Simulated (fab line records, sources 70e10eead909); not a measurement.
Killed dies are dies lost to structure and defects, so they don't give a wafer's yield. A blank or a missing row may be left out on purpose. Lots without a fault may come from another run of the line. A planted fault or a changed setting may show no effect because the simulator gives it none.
fab line records | flow nand_harc
record lots=6 wafers=14 last_day=33
route steps=1302 shown A_ONON_D1@434 A_CHANNEL_HOLE_D1@450 END@1302
lots that met no fault: from a run of the same line without faults
start_h: hours from the record's first day to the start of the lot's first wafer shown | wait_h: hours since the lot's step before | " the same as in the row above | L1.1+2: a row that stands for several wafers | - no value, or no start given | * or withheld: withheld | < > ~ a bound
route shown NAME@n: a module of which the file shows steps, and the number in the route of the first | usual: mean/standard deviation of fault-free wafers | same: alike in all rows | chamber/n: place in a boat | sites: the reading at each site | _std_site: their standard deviation | _edge_site: outer sites' mean less inner sites' | radius_mm: how far each site lies from the wafer's centre | mask NAME#n: copy n | behind: the tool/chamber that last shaped the wafer | hold: why the lot was held/for how many hours/how that ended | device: the transistor (n, p or np) that didn't switch | end of line: the same wafers' tests at the end of the route | a step without rows: its recipe alone | killed: dies lost to structure and defects at the first sort, not the wafer's yield | map: a wafer's dies, x killed, . not, _ none there
set.NAME: the setting as run; set.NAME@STEP: as run at that earlier step | model.NAME: the simulator's own value behind a step, which no gauge read
lots at some steps of the route; a table a step, a row a wafer
services: from which hour (start_h, from the record's first day; less than 0 if before it) a tool's chamber was out of use, for how many hours, and why
## steps
# step NHARC_A_ONON_D1_ANNEAL_15
# recipe temp_c=750 time_s=3600
# step NHARC_A_ONON_D1_DEP_16
# recipe target_thk_a=10000 n2_flow_sccm=2750 n2o_flow_sccm=2000 nh3_flow_sccm=500 sih4_flow_sccm=210 temp_c=400
# step NHARC_A_ONON_D1_THK_MEAS_18
# recipe thk_meas_gauge=ellipsometry
# usual thk_nm=999/10
# columns lot.wafer tool chamber start_h wait_h thk_nm
L218.2 film_metro-01 - 185.21 - 1007
L218.3 " - " " 1006
L218.5 " - " " 1006
L225.1 film_metro-01 - 258.92 - 994
L225.3 " - " " 994
L225.4 " - " " 993
L237.2 film_metro-02 - 371.62 - 1010
L239.4 film_metro-01 - 389.73 - 990
L238.2 film_metro-02 - 389.74 - 995
L238.3 " - " " 997
L238.6 " - " " 995
L240.2 film_metro-02 - 408.48 - 984
L240.5 " - " " 986
L240.6 " - " " 984
# step NHARC_A_ONON_D1_DEP_19
# recipe target_thk_a=10000 n2_flow_sccm=2750 n2o_flow_sccm=2000 nh3_flow_sccm=500 sih4_flow_sccm=210 temp_c=400
# step NHARC_A_ONON_D1_THK_MEAS_21
# recipe thk_meas_gauge=ellipsometry
# usual thk_nm=1001/9.5
# columns lot.wafer tool chamber start_h wait_h thk_nm
L218.2 film_metro-01 - 186.05 - 1002
L218.3 " - " " 1003
L218.5 " - " " 1001
L225.1 film_metro-02 - 259.49 - 999
L225.3 " - " " 1000
L225.4 " - " " 1000
L237.2 film_metro-02 - 372.20 - 1002
L239.4 film_metro-01 - 390.29 - 994
L238.2 film_metro-02 - 390.31 - 986
L238.3 " - " " 988
L238.6 " - " " 987
L240.2 film_metro-02 - 409.05 - 1007
L240.5 " - " " 1007
L240.6 " - " " 1007
# step NHARC_A_ONON_D1_DEP_22
# recipe target_thk_a=10000 n2_flow_sccm=2750 n2o_flow_sccm=2000 nh3_flow_sccm=500 sih4_flow_sccm=210 temp_c=400
# step NHARC_A_ONON_D1_THK_MEAS_24
# recipe thk_meas_gauge=ellipsometry
# usual thk_nm=1002/9.3
# columns lot.wafer tool chamber start_h wait_h thk_nm
L218.2 film_metro-01 - 186.61 - 994
L218.3 " - " " 996
L218.5 " - " " 995
L225.1 film_metro-01 - 260.05 - 1000
L225.3 " - " " 1002
L225.4 " - " " 1000
L237.2 film_metro-01 - 372.76 - 994
L239.4 film_metro-01 - 390.86 - 994
L238.2 film_metro-02 - 390.87 - 1006
L238.3 " - " " 1005
L238.6 " - " " 1002
L240.2 film_metro-02 - 409.62 - 1008
L240.5 " - " " 1007
L240.6 " - " " 1008
# step NHARC_A_ONON_D1_DEP_25
# recipe target_thk_a=10000 n2_flow_sccm=2750 n2o_flow_sccm=2000 nh3_flow_sccm=500 sih4_flow_sccm=210 temp_c=400
# step NHARC_A_ONON_D1_THK_MEAS_27
# recipe thk_meas_gauge=ellipsometry
# usual thk_nm=999/8.7
# columns lot.wafer tool chamber start_h wait_h thk_nm
L218.2 film_metro-02 - 187.18 - 1010
L218.3 " - " " 1009
L218.5 " - " " 1011
L225.1 film_metro-02 - 260.62 - 1004
L225.3 " - " " 1005
L225.4 " - " " 1004
L237.2 film_metro-02 - 373.33 - 997
L239.4 film_metro-02 - 391.42 - 1005
L238.2 film_metro-01 - 391.43 - 1006
L238.3 " - " " 1004
L238.6 " - " " 1001
L240.2 film_metro-01 - 410.19 - 997
L240.5 " - " " 999
L240.6 " - " " 998
# step NHARC_A_ONON_D1_DEP_28
# recipe target_thk_a=10000 n2_flow_sccm=2750 n2o_flow_sccm=2000 nh3_flow_sccm=500 sih4_flow_sccm=210 temp_c=400
# step NHARC_A_ONON_D1_THK_MEAS_30
# recipe thk_meas_gauge=ellipsometry
# usual thk_nm=1000/10
# columns lot.wafer tool chamber start_h wait_h thk_nm
L218.2 film_metro-02 - 187.76 - 1006
L218.3 " - " " 1005
L218.5 " - " " 1006
L225.1 film_metro-01 - 261.21 - 1019
L225.3 " - " " 1018
L225.4 " - " " 1022
L237.2 film_metro-02 - 373.89 - 991
L239.4 film_metro-01 - 391.98 - 1012
L238.2 film_metro-02 - 392.01 - 1004
L238.3 " - " " 1003
L238.6 " - " " 1004
L240.2 film_metro-01 - 410.75 - 1002
L240.5 " - " " 1004
L240.6 " - " " 1003
# step NHARC_A_ONON_D1_DEP_33
# recipe target_thk_a=2000 temp_c=400 pressure_torr=6.5 rf_w=900 teos_flow_sccm=161.4 flow_sccm=2650 target_thk_nm=200 gas=O2 material=SiO2
# usual chamber_pressure_Torr=6.501/0.016 heater_power_w=557/88 throttle_valve_pct=15.7/0.54
# columns lot.wafer tool chamber start_h wait_h chamber_pressure_Torr heater_power_w throttle_valve_pct
L218.2 pecvd-02 2 187.81 0.1 6.501 436 15.6
L218.3 " 0 " " 6.475 609 16.6
L218.5 " 2 " " 6.481 448 15.7
L225.1 pecvd-01 0 261.31 0.1 6.509 645 15.7
L225.3 " 1 " " 6.493 379 16.1
L225.4 " 1 " " 6.507 383 15.8
L237.2 pecvd-02 0 373.99 0.1 6.530 663 16.7
L238.3 pecvd-01 0 392.13 0.1 6.487 608 15.1
L238.2 " 2 " " 6.479 615 15.0
L238.6 " 2 " " 6.501 618 14.9
L239.4 pecvd-02 0 392.27 0.3 6.498 617 16.5
L240.2 pecvd-01 2 410.86 0.1 6.506 523 15.1
L240.5 " 2 " " 6.501 541 15.0
L240.6 " 0 " " 6.497 639 15.2
# step NHARC_A_ONON_D1_THK_MEAS_34
# recipe thk_meas_gauge=ellipsometry
# usual thk_nm=200.0/2.7
# columns lot.wafer tool chamber start_h wait_h thk_nm
L218.2 film_metro-01 - 188.23 - 200.6
L218.3 " - " " 198.2
L218.5 " - " " 203.4
L225.1 film_metro-02 - 261.68 - 197.1
L225.3 " - " " 197.4
L225.4 " - " " 202.2
L237.2 film_metro-01 - 374.36 - 203.1
L239.4 film_metro-02 - 392.46 - 202.8
L238.2 film_metro-02 - 392.54 - 198.8
L238.3 " - " " 199.5
L238.6 " - " " 203.6
L240.2 film_metro-02 - 411.23 - 198.4
L240.5 " - " " 199.4
L240.6 " - " " 199.0
# step NHARC_A_ONON_D1_INSPECT_32
# usual raw_defect_count=73/26
# columns lot.wafer tool chamber start_h wait_h hold raw_defect_count
L218.2 defect_inspect-02 - 188.29 0.0 - 101
L218.3 " - " " - 77
L218.5 " - " " - 76
L225.1 defect_inspect-01 - 261.75 0.0 - 117
L225.3 " - " " - 102
L225.4 " - " " - 92
L237.2 defect_inspect-02 - 374.42 0.0 await_dispo/0.2h/release 1053
L237.2 defect_inspect-02 - 374.59 0.2 - 1064
L239.4 defect_inspect-01 - 392.54 0.0 await_dispo/0.2h/release 1006
L239.4 defect_inspect-01 - 392.71 0.2 - 1000
L238.2 defect_inspect-02 - 392.62 0.0 - 56
L238.3 " - " " - 60
L238.6 " - " " - 96
L240.2 defect_inspect-01 - 411.29 0.0 - 58
L240.5 " - " " - 33
L240.6 " - " " - 78
# step NHARC_A_CHANNEL_HOLE_D1_DEP_00
# recipe target_thk_a=31000 temp_c=400 material=aC
# usual throttle_valve_pct=35.000/0.0087
# columns lot.wafer tool chamber start_h wait_h hold throttle_valve_pct
L218.2 acl_dep-03 0 189.23 0.9 - 35.011
L218.3 " 0 " " - 35.000
L218.5 " 0 " " - 34.982
L225.1 acl_dep-01 0 264.99 3.2 - 35.000
L225.3 " 0 " " - 35.008
L225.4 " 0 " " - 34.997
L237.2 acl_dep-03 0 380.55 6.0 await_dispo/5.6h/release 34.992
L238.2 acl_dep-01 0 397.18 4.6 - 35.013
L238.3 " 0 " " - 34.998
L238.6 " 0 " " - 35.000
L239.4 acl_dep-01 0 401.76 9.0 await_dispo/8.1h/release 35.004
L240.2 acl_dep-02 0 411.68 0.4 - 34.998
L240.5 " 0 " " - 35.004
L240.6 " 0 " " - 35.004
# step NHARC_END_SORT_01
# recipe temp_c=25
# usual killed_at_array=58/17 killed_at_other=1.0/1.4 killed_at_periphery=3.6/2.4 killed_dies=62/17 killed_open=3.4/2 killed_short=2.2/1.6
# same gross_dies=677
# columns lot.wafer tool chamber start_h wait_h killed_at_array killed_at_other killed_at_periphery killed_dies killed_open killed_short
L237.2 prober-02 0 756.33 2.8 135 2 3 140 1 0
L239.4 prober-02 0 779.74 3.4 149 0 4 153 2 4
# killed by level:class
L237.2 A_ONON_D1:unspecified=96 A_CHANNEL_HOLE_D2:chamber_film_flake=13 A_CHANNEL_HOLE_D1:chamber_film_flake=11 A_CHANNEL_FILL_D1:chamber_film_flake=4 A_SLIT:chamber_film_flake=4 P_M2:chamber_film_flake=2 A_CONTACT:chamber_film_flake=2 A_BLC:chamber_film_flake=2
L239.4 A_ONON_D1:unspecified=95 A_CHANNEL_HOLE_D2:chamber_film_flake=30 A_SLIT:chamber_film_flake=13 A_CONTACT:chamber_film_flake=5 A_STAIRCASE:chamber_film_flake=2 P_CONTACT:geometric_particle:short=1 P_M1:geometric_particle:short=1 P_M2:geometric_particle:open=1
# map L237.2 (x killed, . not)
____________.____________
_________......._________
_______..........._______
______.............______
_____..............x_____
____.................____
____..x..........x...____
___...................___
___x.x................___
__.....................__
__x....................__
_......................._
_..x...........xx......._
_...x.......xxxxxxxx...._
_.x.xx......x.xxxxxxxx.._
_..x.x.......xxxxxxxx..._
.............xxxxxxxxx...
....x........xxxxxxxxx...
.....x....x..xxxxxxxxx...
............xxxxxxxxxx...
.............xxxxxxxx....
_...x........xxxxxxxx..._
_.....x......xxxxxxxx..._
_............xxxxxxxxx.._
_.............xxxxxxx..._
_..............xxxx.x..._
__..............x.x....__
__...............x.....__
___....x..............___
___........x..x.......___
____.................____
____.................____
_____...x...x..x..x._____
______.............______
_______.xx.x......_______
_________......._________
____________.____________
# map L239.4 (x killed, . not)
____________.____________
_________......._________
_______..........._______
______.........x...______
_____..............._____
____.................____
____.................____
___.................x.___
___........x..........___
__.........x......x....__
__...x.................__
_......x...x...x...x...._
_.xxx.............x....._
_.x.x.x........xxxx....._
_x.xxxxx......xxxxxxx..._
_xx.xx.......xxxxxxxxx.x_
..xxxx......xxxxxxxxxx..x
.x..xx......xxxxxxxxxx...
...x..x......xxxxxxxxx...
.............xxxxxxxx....
....x.x......xxxxxxxxxx..
_.....x.....xxxxxxxxx..._
_.xxx.......xx.xxxxx..x._
_.............xxxxxxxx.._
_.x...........xxxxxx..x._
_...x...........x..x.x.._
__x.x.........x..x.....__
__................x....__
___...................___
___...................___
____.................____
____.................____
_____..............._____
______.............______
_______..........._______
_________......._________
____________.____________
## services
# columns tool chamber start_h hours kind
acl_dep-01 - 185.26 13.0 pm
pecvd-01 - 212.52 0.9 repair
pecvd-02 - 227.19 13.0 pm
pecvd-02 0 227.19 13.0 vent_cycle
pecvd-02 1 227.19 13.0 vent_cycle
pecvd-02 2 227.19 13.0 vent_cycle
pecvd-02 0 240.19 - clean
pecvd-02 1 240.19 - clean
pecvd-02 2 240.19 - clean
acl_dep-02 - 247.32 13.0 pm
pecvd-02 2 277.93 7.5 repair
pecvd-01 - 280.59 0.8 repair
acl_dep-03 - 304.09 13.0 pm
pecvd-01 - 311.00 13.0 pm
pecvd-01 0 311.00 14.2 vent_cycle
pecvd-01 1 311.00 14.2 vent_cycle
pecvd-01 2 311.00 14.2 vent_cycle
acl_dep-01 - 324.38 3.0 repair
pecvd-02 0 352.36 3.4 repair
acl_dep-01 - 366.78 13.0 pm
acl_dep-03 - 383.29 0.8 repair
pecvd-02 - 408.19 13.0 pm
pecvd-02 0 408.19 13.0 vent_cycle
pecvd-02 1 408.19 13.0 vent_cycle
## key
first_sign step=NHARC_A_ONON_D1_INSPECT_32 reading=visit direction=added
effect step=NHARC_A_ONON_D1_INSPECT_32 reading=raw_defect_count direction=up sigmas=37 usual=73 struck=1030
effect step=NHARC_END_SORT_01 reading=killed_at_array direction=up sigmas=5 usual=58 struck=142
more_kills_born_at NHARC_A_ONON_D1_DEP_33@pecvd-02=191
met_at NHARC_A_ONON_D1_DEP_33
struck_wafers L237.2,L239.4
tester_left_out L237,L239
onset_between 187.81 373.99
fault kind=chamber_particle_source tool=pecvd-02 chamber=0 onset_h=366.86 steps=NHARC_A_ONON_D1_DEP_33 rate_per_visit_cm2=1.5089 end_h=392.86
# tester_left_out: of these lots the tester's yield and bins aren't shown, on N5 and GAA mostly nor the transistor test; their killed dies are dies lost to structure and defects alone, not to doping, threshold or leakage, so they don't give the yield
